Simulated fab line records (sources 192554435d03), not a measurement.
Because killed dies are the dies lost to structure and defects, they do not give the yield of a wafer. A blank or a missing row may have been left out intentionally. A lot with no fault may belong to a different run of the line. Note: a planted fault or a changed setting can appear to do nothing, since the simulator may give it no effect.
Struck lot and sound lot, side by side | flow n5-finfet | 15 out of 1938 route steps
Sound: these wafers, L262.1, L262.4, L262.5. Struck: wafers L269.4, L269.5 (left out: L269.2, a lot-mate that was not struck); the cause follows at the end.
Order at every step that has rows: each side's tool, ch and its chambers, its first start. Under that, the readings that differ: sound wafers | struck wafers | difference of the means | sigmas: that difference in standard deviations of wafers without a fault.
alike: words and numbers the same on both sides, and readings whose means are apart by under 2 such deviations; not compared: readings that were withheld, readings missing a value for some wafer, numbers with overlapping values and no deviation given by the record, and bounds like >300 which may hide the same value.
Wherever a step has rows on one side only, a row that says differs or no value, or a row with sigmas, the two part there. Numbers that don't overlap but have no deviation are shown without sigmas and don't part them. A reading missing from all wafers of one side parts the sides only when that side holds two or more wafers.

first, 1 step without rows for these wafers: N5_DUMMY_GATE_DESCUM_20 (chemistry O2, time 6.2 s).
N5_DUMMY_GATE_ETCH_29: etches underlayer in N2/H2, target depth 13 nm.
  sound on rie-diel-03 ch 2,3, day 2 21:13; struck on rie-diel-06 ch 0,1, day 4 16:11
  alike: drypump-motor-current-A, oes-product-au, rf-vpp-V, showerhead-plenum-p-Torr, throttle-valve-pct
  not compared: rf-hours-counter-h
then, 1 step without rows for these wafers: N5_DUMMY_GATE_ETCH_36 (etches SiARC in CF4, target depth 13 nm).
N5_DUMMY_GATE_ETCH_37: etches SOC in N2/H2, target depth 60 nm, overetch 30 nm.
  sound on rie-diel-03 ch 2,3, day 2 21:18; struck on rie-diel-06 ch 0,1, day 4 16:16
  alike: drypump-motor-current-A, oes-product-au, rf-vpp-V, showerhead-plenum-p-Torr, throttle-valve-pct
  not compared: rf-hours-counter-h
then, 3 steps without rows for these wafers: N5_DUMMY_GATE_STRIP_38 (strips in N2/H2); N5_DUMMY_GATE_STRIP_39 (strips in N2/H2); N5_DUMMY_GATE_TRIM_49 (chemistry O2, time 29 s, target cd 14 nm).
N5_DUMMY_GATE_STRIP_40: strips in CF4.
  sound on rie-diel-06 ch 0,1,3, day 2 21:28; struck on rie-diel-05 ch 2,3, day 4 16:28
  alike: drypump-motor-current-A, oes-product-au, rf-vpp-V, showerhead-plenum-p-Torr, throttle-valve-pct
  not compared: rf-hours-counter-h
N5_DUMMY_GATE_CD_MEAS_50: the cd target is 14 nm.
  sound on cd-sem-02 at day 2 21:31; struck on cd-sem-01 at day 4 16:31
  alike: cd-nm
then, 1 step without rows for these wafers: N5_DUMMY_GATE_ETCH_31 (etches SiO2 in C4F6/O2, target depth 82.5 nm, time 27.5 s).
N5_DUMMY_GATE_STRIP_41: strips in O2.
  sound on rie-diel-03 ch 0,1, day 2 21:37; struck on rie-diel-06 ch 1,2, day 4 16:38
  reading                | sound             | struck      | difference | sigmas
  throttle-valve-pct (%) | 16.39 16.52 16.40 | 16.79 17.02 | +0.47      | +2
  alike: drypump-motor-current-A, oes-product-au, rf-vpp-V, showerhead-plenum-p-Torr
  not compared: rf-hours-counter-h
N5_DUMMY_GATE_HM_OPEN_21: chemistry CH3F/O2, target SiNx, target depth 120 nm, time 171.4 s.
  sound on rie-diel-03 ch 0,1, day 2 21:40; struck on rie-diel-06 ch 1,2, day 4 16:41
  reading                | sound             | struck      | difference | sigmas
  throttle-valve-pct (%) | 16.17 16.37 16.19 | 16.71 16.73 | +0.48      | +2
  alike: O2_flow_sccm, drypump-motor-current-A, oes-product-au, rf-vpp-V, showerhead-plenum-p-Torr
  not compared: rf-hours-counter-h
N5_DUMMY_GATE_ETCH_32: etches SiO2 in CF4, target depth 3.5 nm, time 3.9 s.
  sound on rie-si-02 ch 1,3, day 2 21:49; struck on rie-si-02 ch 0,3, day 4 16:50
  reading                                       | sound             | struck      | difference | sigmas
  model.SiO2_of_DUMMY_GATE_PECVD_30.thk-nm (nm) | 41.2 41.8 42.4    | 43 43       | +1         |
  model.etch.depth-nm (nm)                      | 3.492 3.492 3.506 | 2.395 2.389 | -1.105     |
  alike: drypump-motor-current-A, oes-product-au, throttle-valve-pct
  not compared: rf-hours-counter-h
then, 1 step without rows for these wafers: N5_DUMMY_GATE_ETCH_23 (etches poly-Si in HBr/Cl2/O2, target depth 41 nm, time 22.3 s).
-- record jumps: 5 days separate the struck wafers' starts on either side; left off in module DUMMY_GATE, taken up again in module BEOL_M4, whose first shown step is the route's number 1111 --
N5_BEOL_M4_RC_MEAS_101:
  sound on prober-02 ch 0, day 8 11:57; struck on prober-02 ch 0, day 10 00:23
  reading       | sound       | struck  | difference | sigmas
  ION_P (uA/um) | 454 463 455 | 476 470 | +16        | +2
  alike: DIBL_N, DIBL_P, IOFF_N, IOFF_P, ION_N, SS_N, SS_P, VT_N, VT_P

## WHERE THEY PART
First at N5_DUMMY_GATE_STRIP_41; last, within this record, at N5_BEOL_M4_RC_MEAS_101.

WHY: whatever the simulator had introduced
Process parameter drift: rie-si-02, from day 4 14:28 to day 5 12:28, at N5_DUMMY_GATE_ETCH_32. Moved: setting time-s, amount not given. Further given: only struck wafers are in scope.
